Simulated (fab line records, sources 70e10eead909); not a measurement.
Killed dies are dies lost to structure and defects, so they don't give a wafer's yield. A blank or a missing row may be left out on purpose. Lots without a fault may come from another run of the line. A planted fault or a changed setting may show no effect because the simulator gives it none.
A struck lot beside a sound one | flow nand_harc | 17 steps out of a route of 1302
Sound: wafers L315.2, L315.4, L315.5. Struck: wafer L323.6. (L323.3 of the same lot was not struck and is left out.) The cause comes at the end.
At each step with rows: each side's tool, then ch and its chambers, then its first start. Under that, the readings that differ: sound wafers | struck wafers | difference of the means | sigmas: that difference in standard deviations of wafers without a fault.
alike: readings whose means differ by less than 2 such deviations, and words and numbers that are the same on both sides. not compared: withheld readings, readings that some wafer has no value for, bounds like >300 that may hide the same value, and numbers for which the record gives no deviation and whose values overlap.
The two part at a step that has a row with sigmas, a row that says differs or no value, or rows on one side only. Numbers that don't overlap but have no deviation are shown without sigmas and don't part them. A reading that every wafer of one side lacks parts them only if that side has two wafers or more.

NHARC_P_M0_OVL_MEAS_10: pitch 180 nm.
  sound on overlay-02, day 9 09:53; struck on overlay-01, day 12 17:55
  alike: overlay_x_nm, overlay_y_nm
NHARC_P_M0_INSPECT_11:
  sound on defect_inspect-02, day 9 09:55; struck on defect_inspect-02, day 12 17:57
  alike: raw_defect_count
then, 1 step without rows for these wafers: NHARC_P_M0_DESCUM_14 (chemistry O2, time 3 s).
NHARC_P_M0_ETCH_34: etches the open film in N2/H2, target depth 40 nm, overetch 12 nm, time 43.94 s.
  sound on rie_diel-11 ch 1,2,3, day 9 10:04; struck on rie_diel-11 ch 1, day 12 18:06
  reading                | sound                | struck | difference | sigmas
  throttle_valve_pct (%) | 14.173 14.171 14.186 | 14.158 | -0.019     | -2
  alike: drypump_motor_current_A, oes_product_au, rf_vpp_V, showerhead_plenum_p_Torr
  not compared: rf_hours_counter_h
NHARC_P_M0_ETCH_15: etches the open film in C4F8/Ar, target depth 150 nm, overetch 15 nm, time 82.5 s.
  sound on rie_diel-11 ch 1,2,3; struck on rie_diel-11 ch 2
  alike: oes_product_au, rf_vpp_V
  not compared: rf_hours_counter_h
NHARC_P_M0_CD_MEAS_16:
  sound on cd_sem-03, day 9 10:17; struck on cd_sem-01, day 12 18:19
  alike: cd_nm
then, 2 steps without rows for these wafers: NHARC_P_M0_STRIP_18 (strips in N2/H2); NHARC_P_M0_STRIP_19 (strips in post etch residue remover, time 600 s).
NHARC_P_M0_DEGAS_28: time 60 s.
  sound on pvd_sputter-01, day 9 10:54; struck on pvd_sputter-01, day 12 18:56
  alike: heater_power_w
NHARC_P_M0_PRE_CLEAN_29: time 30 s.
  sound on pvd_sputter-01; struck on pvd_sputter-01
  reading            | sound       | struck | difference | sigmas
  heater_power_w (W) | 441 445 456 | 346    | -101       | -3
then, 2 steps without rows for these wafers: NHARC_P_M0_PVD_20 (deposits TaN, target thk 5 nm, time 8.06 s); NHARC_P_M0_PVD_21 (deposits Cu, target thk 30 nm, time 20.49 s).
NHARC_P_M0_ECD_22: material Cu, target thk 400 nm.
  sound on ecd_cu-01 ch 0,1, day 9 11:18; struck on ecd_cu-02 ch 0,1, day 12 19:23
NHARC_P_M0_ANNEAL_30: time 90 s.
  sound on rtp_anneal-01 ch 0, day 9 11:40; struck on rtp_anneal-02 ch 0, day 12 19:47
  alike: anneal_temp_c_max, wafer_temp_C_max
NHARC_P_M0_CMP_23: polishes, t overpolish 20 s, target thk 117.54 nm.
  sound on cmp-03 ch 0,1, day 9 11:59; struck on cmp-03 ch 2, day 12 20:06
  reading                | sound          | struck | difference | sigmas
  time_to_endpoint_s (s) | 27.8 28.8 29.1 | 42.4   | +13.8      | +6
  alike: motor_current_A
NHARC_P_M0_THK_MEAS_24: measures by xrf.
  sound on film_metro-01, day 9 12:16; struck on film_metro-01, day 12 20:20
  alike: thk_nm
NHARC_END_SORT_01:
  the record has rows for the sound wafers here (prober-01 ch 0, day 27 09:21) and none for the struck ones

WHERE THEY PART
First at NHARC_P_M0_ETCH_34; last, within this record, at NHARC_END_SORT_01.

WHY: what the simulator had put in
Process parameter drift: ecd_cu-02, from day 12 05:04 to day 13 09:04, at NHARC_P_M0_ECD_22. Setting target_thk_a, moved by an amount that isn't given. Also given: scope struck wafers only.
